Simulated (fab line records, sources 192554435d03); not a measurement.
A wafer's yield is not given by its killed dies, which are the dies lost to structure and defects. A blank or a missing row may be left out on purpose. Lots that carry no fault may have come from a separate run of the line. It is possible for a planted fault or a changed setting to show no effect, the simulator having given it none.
Comparing a struck lot with a sound one	flow n5Finfet	16 steps out of a route of 1938
Sound: wafers L675.1, L675.3, L675.4. Struck: wafer L685.1 (left out: L685.3, L685.6 of the same lot, which were not struck); the cause appears at the end.
For every step that has rows: the tool of each side, followed by ch and its chambers, followed by its first start. Under that, the readings that differ: sound wafers	struck wafers	difference of the means	sigmas: that difference in standard deviations of wafers without a fault.
alike: same words and numbers on both sides, and readings whose means sit less than 2 such deviations apart. not compared: any withheld reading, any reading some wafer has no value for, any bound like >300 that may hide the same value, and any number with overlapping values for which the record gives no deviation.
The two part at a step that has a row with sigmas, a row that says differs or no value, or rows on one side only. Numbers that don't overlap but have no deviation are shown without sigmas and don't part them. Lack of a reading on every wafer of one side parts them only where that side has two or more wafers.

first, 3 steps without rows for these wafers: N5_FIN_SAQP_EXPOSE_13 (exposes mask FIN CORE, target cd 35.6 nm); N5_FIN_SAQP_PEB_14 (peb time 60 s); N5_FIN_SAQP_DEVELOP_15 (develop time 30 s).
N5_FIN_SAQP_CD_MEAS_16: the cd target is 35.6 nm.
  sound on cdSem-03 ch 0, day 2 15:46; struck on cdSem-02 ch 0, day 5 03:46
  alike: cdNm
N5_FIN_SAQP_OVL_MEAS_17:
  sound on overlay-01 ch 0, day 2 15:49; struck on overlay-01 ch 0, day 5 03:49
  alike: FIN_CORE_OVL
N5_FIN_SAQP_INSPECT_18: inspects for defects (brightfield).
  struck on defectInspect-01, day 5 03:50; sound on defectInspect-01, day 2 15:50
  alike: rawDefectCount
N5_FIN_SAQP_DESCUM_21: chemistry O2, time 7.9 s.
  sound on rieDiel-01 ch 1,2,3, day 2 15:52; struck on rieDiel-05 ch 3, day 5 04:07
reading	sound	struck	difference	sigmas
rfHoursCounterH (h)	156 159 28	22	-92	
  alike: drypumpMotorCurrentA, oesProductAu, rfVppV, showerheadPlenumPTorr, throttleValvePct
N5_FIN_SAQP_ETCH_51: etches SiARC in CF4, target depth 45.5 nm, time 75.8 s.
  sound on rieDiel-01 ch 1,2,3, day 2 15:54; struck on rieDiel-05 ch 3, day 5 04:09
reading	sound	struck	difference	sigmas
rfHoursCounterH (h)	156 159 28	22	-92	
  alike: drypumpMotorCurrentA, etchRfOnTimeS, oesProductAu, rfVppV, showerheadPlenumPTorr, throttleValvePct
N5_FIN_SAQP_ETCH_52: etches SOC in N2/H2, target depth 100 nm, overetch 20 nm, time 150 s.
  sound on rieDiel-01 ch 1,2,3, day 2 15:58; struck on rieDiel-05 ch 3, day 5 04:12
reading	sound	struck	difference	sigmas
rfHoursCounterH (h)	156 159 28	22	-92	
  alike: drypumpMotorCurrentA, h2FlowSccm, oesProductAu, rfVppV, showerheadPlenumPTorr, throttleValvePct
then, 1 step without rows for these wafers: N5_FIN_SAQP_STRIP_53 (strips in N2/H2).
N5_FIN_SAQP_HM_OPEN_73: chemistry CHF3/O2, target SiO2, stops on a-Si, target depth 12 nm, time 16.8 s.
  sound on rieDiel-01 ch 1,2,3, day 2 16:04; struck on rieDiel-05 ch 3, day 5 04:19
reading	sound	struck	difference	sigmas
rfHoursCounterH (h)	156 159 28	22	-92	
rfVppV (V)	503 516 514	562	+51	+3
  alike: O2_flow_sccm, drypumpMotorCurrentA, oesProductAu, showerheadPlenumPTorr, throttleValvePct
then, 1 step without rows for these wafers: N5_FIN_SAQP_STRIP_74 (strips in CHF3/O2).
N5_FIN_SAQP_MANDREL_ETCH_22: etches a-Si in HBr/Cl2, stops on SiNx, target depth 60 nm, bt time 10 s, time 30 s.
  sound on rieSi-01 ch 0,1,2, day 2 16:09; struck on rieSi-01 ch 1, day 5 04:23
reading	sound	struck	difference	sigmas
mfcCl2Sccm (sccm)	79.86 80.18 80.00	73.90	-6.11	-27
rfHoursCounterH (h)	61 16 52	62	+19	
throttleValvePct (%)	35.5 35.5 36.1	35.0	-0.7	-2
  alike: drypumpMotorCurrentA, oesProductAu
N5_FIN_SAQP_STRIP_55: strips in N2/H2.
  sound on rieDiel-05 ch 1,2,3, day 2 16:17; struck on rieDiel-06 ch 1, day 5 04:37
reading	sound	struck	difference	sigmas
rfHoursCounterH (h)	134 35 1	246	+189	
  alike: drypumpMotorCurrentA, h2FlowSccm, oesProductAu, rfVppV, showerheadPlenumPTorr, throttleValvePct
-- record jumps: 7 days separate the struck wafers' starts on either side; left off in module FIN_SAQP, taken up again in module BEOL_M4, whose first shown step is the route's number 1111 --
N5_BEOL_M4_RC_MEAS_101:
  sound on prober-02 ch 0, day 9 11:04; struck on prober-02 ch 0, day 11 23:03
  alike: DIBL_N, DIBL_P, IOFF_N, IOFF_P, ION_N, ION_P, SS_N, SS_P, VT_N, VT_P
-- here the record skips 4 days between the struck wafers' starts before and after, leaving off in module BEOL_M4 and picking up in module PASSIVATION (first step shown: number 1936 of the route) --
N5_PASSIVATION_PROBE_49:
  struck on prober-02, day 16 05:56; sound on prober-01, day 14 03:11
  alike: defectLimitedYield, killed_at_M0_to_M3, killed_at_M4_up, killedAtContacts, killedAtFrontEnd, killedAtOther, killedDies, killedOpen, killedShort, sort_bin_5_function, sort_bin_6_memory, sortNPass, sortYieldPct

WHERE THEY PART
First at N5_FIN_SAQP_HM_OPEN_73; last, within this record, at N5_FIN_SAQP_MANDREL_ETCH_22. Later steps at which nothing parts them and some readings are alike: N5_FIN_SAQP_STRIP_55, N5_BEOL_M4_RC_MEAS_101, N5_PASSIVATION_PROBE_49.

WHY: the cause the simulator had injected
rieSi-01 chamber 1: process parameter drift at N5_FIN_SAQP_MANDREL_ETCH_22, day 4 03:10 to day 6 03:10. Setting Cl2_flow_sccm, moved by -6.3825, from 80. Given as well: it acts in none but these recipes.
